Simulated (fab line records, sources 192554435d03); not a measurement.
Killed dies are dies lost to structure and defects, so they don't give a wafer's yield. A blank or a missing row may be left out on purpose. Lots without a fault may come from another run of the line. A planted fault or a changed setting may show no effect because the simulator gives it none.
Split-lot experiment | flow n5_finfet | 7 lots, 21 wafers read, on a route of 1938 steps

THE SPLIT
At N5_BEOL_M6_TRENCH_ETCH_37 (etches SiCOH lowk in C4F6/O2, target depth 94.435 nm, time 31.5 s), the setting time_s was moved away from the recipe's 31.5 s on 7 of the 21 wafers read, by -15.8% to +13.7%. The other wafers ran this setting at the recipe's value.

FROM THE SPLIT TO THE READING: what the file shows between them, 11 steps
- N5_BEOL_M6_ETCH_41: etches SiCN in CH3F/O2, target depth 29.7 nm, time 52 s
- N5_BEOL_M6_STRIP_80: strips in N2/H2, time 10 s
- N5_BEOL_M6_OCD_MEAS_38
- N5_BEOL_M6_HM_STRIP_39: strips TiN in peroxide tin strip, target depth 25 nm, time 158 s
- N5_BEOL_M6_SRD_40: time 30 s
- N5_BEOL_M6_ECD_50: material Cu, target thk 300 nm
- N5_BEOL_M6_ANNEAL_51: time 90 s
- N5_BEOL_M6_CMP_52: polishes, stops on SiCOH lowk, t overpolish 6.9 s, target thk 80 nm
- N5_BEOL_M6_THK_MEAS_53: measures by xrf
- N5_BEOL_M6_PRE_CLEAN_55: time 15 s
- N5_BEOL_M6_DEP_56: deposits SiCN from 3MS/NH3, target thk 10 nm, time 17.5 s

THE READING
M6_RS, in ohm/sq, at N5_BEOL_M6_RS_MEAS_57 (measures by four-point-probe). Fault-free wafers of this fab line usually give 0.289 ohm/sq, standard deviation 0.0097 ohm/sq.

wafer  | tool, chamber at the split | time_s as run, s | against the recipe | M6_RS, ohm/sq | against lot-mates on the recipe
L076.2 | rie_diel-01, 2             | 26.53            | -15.8%             | 0.373         | +0.087
L076.4 | rie_diel-01, 0             | 31.5             | recipe             | 0.285         | -
L076.6 | rie_diel-01, 2             | 31.5             | recipe             | 0.287         | -
L083.1 | rie_diel-05, 0             | 27.84            | -11.6%             | 0.337         | no lot-mate on the recipe
L083.4 | rie_diel-05, 1             | 27.84            | -11.6%             | 0.359         | no lot-mate on the recipe
L083.5 | rie_diel-05, 0             | 27.84            | -11.6%             | 0.334         | no lot-mate on the recipe
L085.1 | rie_diel-04, 3             | 31.5             | recipe             | 0.297         | -
L085.5 | rie_diel-04, 2             | 31.5             | recipe             | 0.287         | -
L085.6 | rie_diel-04, 3             | 31.5             | recipe             | 0.292         | -
L086.2 | rie_diel-04, 0             | 31.5             | recipe             | 0.278         | -
L086.3 | rie_diel-04, 3             | 31.5             | recipe             | 0.295         | -
L086.6 | rie_diel-04, 0             | 35.83            | +13.7%             | 0.228         | -0.058
L089.2 | rie_diel-04, 0             | 35.09            | +11.4%             | 0.243         | -0.046
L089.4 | rie_diel-04, 3             | 31.5             | recipe             | 0.297         | -
L089.6 | rie_diel-04, 0             | 31.5             | recipe             | 0.281         | -
L088.2 | rie_diel-04, 0             | 31.5             | recipe             | 0.289         | -
L088.3 | rie_diel-04, 2             | 31.5             | recipe             | 0.302         | -
L088.4 | rie_diel-04, 3             | 31.5             | recipe             | 0.304         | -
L096.1 | rie_diel-04, 1             | 26.91            | -14.6%             | 0.352         | +0.074
L096.2 | rie_diel-04, 0             | 31.5             | recipe             | 0.276         | -
L096.6 | rie_diel-04, 0             | 31.5             | recipe             | 0.279         | -

THE FIT
A straight line over all 21 wafers: M6_RS changes by -0.00461 ohm/sq for each +1% of time_s; r = -0.97; the points scatter about the line by 0.0091 ohm/sq.
The same after taking each lot's own level away (the mean of its wafers on the recipe; 18 wafers): -0.00484 ohm/sq for each +1%; r = -0.98; scatter 0.0065 ohm/sq.
On that fit, the largest move of time_s shifts the reading by 0.076 ohm/sq.
The lots' own levels span 0.2775 to 0.2983 ohm/sq, that is 2.1 times the standard deviation above.
So the lot-to-lot level changes the slope little: the two slopes agree.
Check: with one of the wafers moved furthest among these (-15.8%) left out of the fit, the line predicts +0.0731 ohm/sq for it against its lot-mates. It came out at +0.087 ohm/sq against them.

OTHER SPLITS ON THESE WAFERS
These wafers also went through other splits before the reading. Each is held against what the fit with the lots' levels taken away leaves over:
other split on the same wafers | wafers away from the commonest value | r with M6_RS (lot level and that fit taken away)
N5_BEOL_M3_EXPOSE_25 dose_mj   | 7                                    | +0.10
N5_BEOL_M4_PECVD_72 time_s     | 7                                    | -0.10
N5_BEOL_M5_COAT_22 spin_rpm    | 5                                    | +0.12
N5_BEOL_M5_EXPOSE_25 dose_mj   | 8                                    | -0.40
N5_BEOL_M6_ETCH_66 bias_w      | 7                                    | -0.08

THE WHOLE CHAIN: every reading that the file lists as answering this split, in the file's order
step                      | what it does                                                        | reading                                                                      | change (the file's fit)              | r (the file's)
N5_BEOL_M6_TRENCH_ETCH_37 | etches SiCOH lowk in C4F6/O2, target depth 94.435 nm, time 31.5 s   | etch.depth_nm (the simulator's own value, which no gauge read)               | +1.09 nm for each +1% of the setting | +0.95
N5_BEOL_M6_TRENCH_ETCH_37 | etches SiCOH lowk in C4F6/O2, target depth 94.435 nm, time 31.5 s   | BEOL_M6.feature_depth_nm (the simulator's own value, which no gauge read)    | +1.09 nm for each +1% of the setting | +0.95
N5_BEOL_M6_OCD_MEAS_38    |                                                                     | trench_depth_nm                                                              | +1.09 nm for each +1% of the setting | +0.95
N5_BEOL_M6_CMP_52         | polishes, stops on SiCOH lowk, t overpolish 6.9 s, target thk 80 nm | Cu_of_BEOL_M6_ECD_50.thk_nm (the simulator's own value, which no gauge read) | +1.09 nm for each +1% of the setting | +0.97
N5_BEOL_M6_THK_MEAS_53    | measures by xrf                                                     | M6_THK                                                                       | +1.1 for each +1% of the setting     | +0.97
N5_BEOL_M6_RS_MEAS_57     | measures by four-point-probe                                        | M6_RS                                                                        | -0.00484 for each +1% of the setting | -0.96

THE FILE'S OWN FIT
M6_RS changes by -0.00484 ohm/sq for each +1% of time_s, r = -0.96.
